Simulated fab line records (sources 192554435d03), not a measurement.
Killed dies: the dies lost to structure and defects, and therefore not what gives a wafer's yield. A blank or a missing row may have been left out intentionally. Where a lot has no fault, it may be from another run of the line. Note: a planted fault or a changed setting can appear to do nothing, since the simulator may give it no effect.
Which tool is to blame? | flow n5Finfet | 9 lots, 27 wafers sampled, at 6 steps of a route of 1938

WHAT EACH GAUGE READ, for each wafer
N5_BEOL_M4_RC_MEAS_101. Usual: DIBL_N 36.7 mV/V, standard deviation 2.4; DIBL_P 37.4 mV/V, standard deviation 2.9; IOFF_N 0.18 nA/um, standard deviation 0.05; IOFF_P 0.23 nA/um, standard deviation 0.058; ION_N 683 uA/um, standard deviation 16; ION_P 467 uA/um, standard deviation 11; SS_N 71.7 mV/dec, standard deviation 0.77; SS_P 73.5 mV/dec, standard deviation 0.87; VT_N 249 mV, standard deviation 4.3; VT_P -250 mV, standard deviation 4.4.
lot  | measured     | on        | DIBL_N (mV/V)  | DIBL_P (mV/V)  | IOFF_N (nA/um) | IOFF_P (nA/um) | ION_N (uA/um) | ION_P (uA/um) | SS_N (mV/dec)  | SS_P (mV/dec)  | VT_N (mV)   | VT_P (mV)      | flag
L878 | day 7 13:15  | prober-01 | 38.7 35.2 33.1 | 41.7 37.8 33.2 | 0.22 0.16 0.11 | 0.29 0.22 0.14 | 691 671 657   | 467 461 456   | 72.6 71.3 71.1 | 75.5 73.5 72.6 | 244 251 254 | -248 -251 -257 | 
L880 | day 8 05:15  | prober-01 | 40.3 39.0 38.0 | 40.8 38.0 38.5 | 0.21 0.17 0.17 | 0.26 0.21 0.23 | 705 685 665   | 477 461 456   | 72.5 72.2 71.6 | 74.6 73.5 73.4 | 248 250 250 | -248 -254 -252 | 
L882 | day 8 22:30  | prober-01 | 37.9 33.1 34.5 | 36.9 32.0 32.7 | 0.17 0.11 0.12 | 0.20 0.14 0.14 | 657 679 660   | 450 458 447   | 72.0 71.3 70.7 | 73.5 71.7 72.0 | 251 252 257 | -251 -257 -256 | 
L883 | day 9 03:58  | prober-01 | 36.8 39.4 35.4 | 38.4 42.4 37.2 | 0.15 0.25 0.14 | 0.23 0.32 0.21 | 665 709 668   | 467 489 464   | 71.2 73.4 71.2 | 74.1 74.4 74.1 | 253 245 254 | -250 -246 -254 | 
L884 | day 9 09:02  | prober-01 | 36.1 37.2 36.5 | 36.6 36.7 36.5 | 0.17 0.17 0.17 | 0.26 0.24 0.24 | 687 664 688   | 481 454 474   | 71.3 72.0 71.9 | 73.1 73.6 73.3 | 246 249 249 | -246 -246 -248 | 
L895 | day 11 20:03 | prober-02 | 34.8 32.5 34.2 | 37.0 34.5 36.5 | 0.14 0.11 0.13 | 0.21 0.17 0.19 | 662 665 658   | 461 463 460   | 71.4 70.2 70.7 | 73.7 72.6 73.0 | 254 258 255 | -249 -253 -252 | 
L897 | day 12 14:08 | prober-01 | 40.3 40.3 35.6 | 42.7 41.8 37.4 | 0.30 0.27 0.19 | 0.37 0.34 0.24 | 702 679 703   | 484 466 483   | 73.1 73.4 71.7 | 74.9 76.0 72.8 | 240 245 245 | -243 -246 -247 | 
L898 | day 12 21:37 | prober-01 | 37.9 34.5 35.7 | 40.9 35.3 38.1 | 0.19 0.13 0.16 | 0.23 0.15 0.19 | 669 664 666   | 459 449 449   | 72.2 71.4 71.5 | 73.8 72.8 73.4 | 248 251 247 | -251 -256 -254 | 
L901 | day 13 12:54 | prober-02 | 36.6 37.9 37.5 | 38.0 38.7 39.5 | 0.18 0.18 0.22 | 0.20 0.21 0.24 | 698 673 697   | 473 456 466   | 71.7 71.9 72.2 | 73.0 73.6 73.6 | 247 249 243 | -252 -252 -249 | 

WHICH TOOL RAN EACH LOT (tool, then ch and the chambers of the sampled wafers, then the start)
lot  | N5_BEOL_M0_ETCH_138               | N5_BEOL_M0_HM_STRIP_129            | N5_BEOL_M0_DEGAS_112        | N5_BEOL_M0_SURFACE_TREAT_137 | N5_BEOL_M0_CMP_120
L878 | rieDiel-03 ch 0,2,3, day 5 17:53  | wetBench-03 ch 4,5,7, day 5 18:37  | pvdSputter-02, day 5 20:20  | pvdSputter-02, day 5 20:44   | cmp-03 ch 0,2,3, day 5 21:52
L880 | rieDiel-03 ch 0,2,3, day 6 09:24  | wetBench-03 ch 0,2,5, day 6 11:36  | pvdSputter-03, day 6 13:27  | pvdSputter-03, day 6 13:55   | cmp-01 ch 0,2,3, day 6 15:07
L882 | rieDiel-03 ch 0,1,2, day 6 18:01  | wetBench-04 ch 1,2,7, day 6 20:34  | pvdSputter-03, day 6 21:34  | pvdSputter-01, day 6 23:19   | cmp-02 ch 1,2,3, day 7 00:28
L883 | rieDiel-01 ch 0,1,3, day 6 22:03  | wetBench-03 ch 4,6,7, day 7 01:04  | pvdSputter-02, day 7 02:41  | pvdSputter-02, day 7 03:05   | cmp-02 ch 1,3, day 7 04:14
L884 | rieDiel-03 ch 0,1,3, day 7 07:29  | wetBench-03 ch 0,1,2, day 7 08:25  | pvdSputter-03, day 7 09:01  | pvdSputter-03, day 7 09:25   | cmp-03 ch 1,2,3, day 7 11:38
L895 | rieDiel-03 ch 0,1, day 9 23:16    | wetBench-03 ch 1,4,5, day 10 00:42 | pvdSputter-03, day 10 02:43 | pvdSputter-03, day 10 03:06  | cmp-02 ch 2,3, day 10 04:43
L897 | rieDiel-03 ch 0,2,3, day 10 11:56 | wetBench-03 ch 5,6,7, day 10 12:52 | pvdSputter-03, day 10 14:40 | pvdSputter-01, day 10 15:10  | cmp-03 ch 1,2, day 10 16:17
L898 | rieDiel-03 ch 0,2,3, day 11 01:56 | wetBench-04 ch 3,5,7, day 11 04:10 | pvdSputter-02, day 11 04:49 | pvdSputter-01, day 11 06:31  | cmp-01 ch 1,2, day 11 07:37
L901 | rieDiel-01 ch 1,2,3, day 11 13:56 | wetBench-04 ch 1,2,5, day 11 14:41 | pvdSputter-02, day 11 15:16 | pvdSputter-03, day 11 15:49  | cmp-03 ch 0,1,2, day 11 17:55
- N5_BEOL_M0_ETCH_138: etches SiCN in CH3F/O2, target depth 12 nm, time 31.6 s.
- N5_BEOL_M0_HM_STRIP_129: strips TiN in peroxide tin strip, target depth 17 nm, time 108 s.
- N5_BEOL_M0_DEGAS_112: time 60 s.
- N5_BEOL_M0_SURFACE_TREAT_137
- N5_BEOL_M0_CMP_120: polishes, stops on SiOC, t overpolish 6.9 s.

WHAT THE TOOLS THEMSELVES READ (means of the sampled wafers that have a number; where no wafer has one, the mark that the record gives instead)
N5_BEOL_M0_ETCH_138. Usual: CH3F_flow_sccm 30.00 sccm, standard deviation 0.091; O2_flow_sccm 20.00 sccm, standard deviation 0.058; biasW 75.03 W, standard deviation 0.25; drypumpMotorCurrentA 5.7 A, standard deviation 0.46; etchRfOnTimeS 28.7 s, standard deviation 1.1; oesProductAu 0.67 a.u., standard deviation 0.075; rfVppV 297.9 V, standard deviation 1.7; showerheadPlenumPTorr 2.04 Torr, standard deviation 0.081; throttleValvePct 16.37 %, standard deviation 0.23.
lot  | tool       | CH3F_flow_sccm (sccm) | O2_flow_sccm (sccm) | biasW (W) | drypumpMotorCurrentA (A) | etchRfOnTimeS (s) | oesProductAu (a.u.) | rfVppV (V) | showerheadPlenumPTorr (Torr) | throttleValvePct (%) | flag
L878 | rieDiel-03 | 29.98                 | 20.01               | 75.09     | 6.0                      | 27.5              | 0.64                | 298.1      | 2.03                         | 16.51                | 
L880 | rieDiel-03 | 30.02                 | 19.95               | 74.81     | 6.0                      | 28.6              | 0.64                | 298.2      | 2.02                         | 16.52                | 
L882 | rieDiel-03 | 29.89                 | 19.97               | 74.91     | 5.8                      | 28.7              | 0.69                | 298.2      | 2.04                         | 16.29                | 
L883 | rieDiel-01 | 29.96                 | 19.98               | 75.02     | 6.0                      | 28.6              | 0.66                | 297.5      | 2.01                         | 16.25                | 
L884 | rieDiel-03 | 30.04                 | 19.99               | 75.29     | 5.7                      | 28.8              | 0.67                | 299.0      | 2.09                         | 16.45                | 
L895 | rieDiel-03 | 29.95                 | 19.99               | 74.67     | 5.5                      | 28.3              | 0.70                | 298.7      | 2.10                         | 16.26                | 
L897 | rieDiel-03 | 29.96                 | 20.00               | 75.09     | 6.0                      | 29.6              | 0.60                | 298.0      | 2.01                         | 16.61                | 
L898 | rieDiel-03 | 30.04                 | 20.04               | 74.97     | 5.9                      | 29.9              | 0.60                | 297.4      | 2.01                         | 16.62                | 
L901 | rieDiel-01 | 30.05                 | 20.02               | 74.93     | 5.5                      | 28.4              | 0.66                | 297.6      | 2.03                         | 16.37                | 

N5_BEOL_M0_HM_STRIP_129. Usual: bathGuardTempC 50.0 C, standard deviation 0.55; bathHeatDutyPct 7.1 %, standard deviation 0.75.
lot  | tool        | bathGuardTempC (C) | bathHeatDutyPct (%) | flag
L878 | wetBench-03 | 49.8               | 7.1                 | 
L880 | wetBench-03 | 49.7               | 7.3                 | 
L882 | wetBench-04 | -                  | -                   | OFF
L883 | wetBench-03 | -                  | -                   | OFF
L884 | wetBench-03 | 49.4               | 7.9                 | 
L895 | wetBench-03 | 49.4               | 7.6                 | 
L897 | wetBench-03 | 49.9               | 6.8                 | 
L898 | wetBench-04 | 50.5               | 6.9                 | 
L901 | wetBench-04 | 50.3               | 6.7                 | 

N5_BEOL_M0_DEGAS_112. Usual: heaterPowerW 324 W, standard deviation 45.
lot  | tool          | heaterPowerW (W) | flag
L878 | pvdSputter-02 | 283              | 
L880 | pvdSputter-03 | 361              | 
L882 | pvdSputter-03 | 308              | 
L883 | pvdSputter-02 | 309              | 
L884 | pvdSputter-03 | 340              | 
L895 | pvdSputter-03 | 319              | 
L897 | pvdSputter-03 | 346              | 
L898 | pvdSputter-02 | 289              | 
L901 | pvdSputter-02 | 288              | 

N5_BEOL_M0_CMP_120. Usual: barrierFieldEndpointS 3.65 s, standard deviation 0.16; motorCurrentA 6.4 A, standard deviation 0.97; slurryFilterDpKPa 13.50 kPa, standard deviation 0.14; slurryFlowMlMin 150.0, standard deviation 0.53.
lot  | tool   | barrierFieldEndpointS (s) | motorCurrentA (A) | slurryFilterDpKPa (kPa) | slurryFlowMlMin | flag
L878 | cmp-03 | 3.52                      | 5.7               | 13.42                   | 150.4           | 
L880 | cmp-01 | 3.48                      | 6.0               | 13.52                   | 149.2           | 
L882 | cmp-02 | 14.99                     | 6.6               | 13.36                   | 149.1           | OFF
L883 | cmp-02 | 15.64                     | 6.9               | 13.49                   | 149.5           | OFF
L884 | cmp-03 | 3.51                      | 7.1               | 13.48                   | 150.3           | 
L895 | cmp-02 | 3.57                      | 6.0               | 13.56                   | 150.5           | 
L897 | cmp-03 | 3.60                      | 7.0               | 13.42                   | 149.9           | 
L898 | cmp-01 | 3.54                      | 6.1               | 13.43                   | 150.0           | 
L901 | cmp-03 | 3.78                      | 6.6               | 13.50                   | 149.9           | 

THE ANSWER, worked out from the rows above alone
Rule: a lot counts as off when the mean over its wafers that have a number is more than 3 standard deviations away from the usual mean. A lot without any number at a reading at which 4 lots or more have one is off too. Where the step has rows for the other lots, those lots are counted as sound. The gauges are gone through in route order, then the tools' own readings, and for those a lot's mean is taken as printed above. At the first step where some lot is off, the reading lying furthest off is the one used; lots without a number count as furthest.
Off, at N5_BEOL_M0_HM_STRIP_129 on bathGuardTempC: L882, L883. Without a number there: L882, L883.
A tool fits if, at that step or a process step before it, it ran every lot that is off, and no sound lot after the first of them. Not one of the candidates tried fits.

WHAT THE SIMULATOR HAD PUT IN
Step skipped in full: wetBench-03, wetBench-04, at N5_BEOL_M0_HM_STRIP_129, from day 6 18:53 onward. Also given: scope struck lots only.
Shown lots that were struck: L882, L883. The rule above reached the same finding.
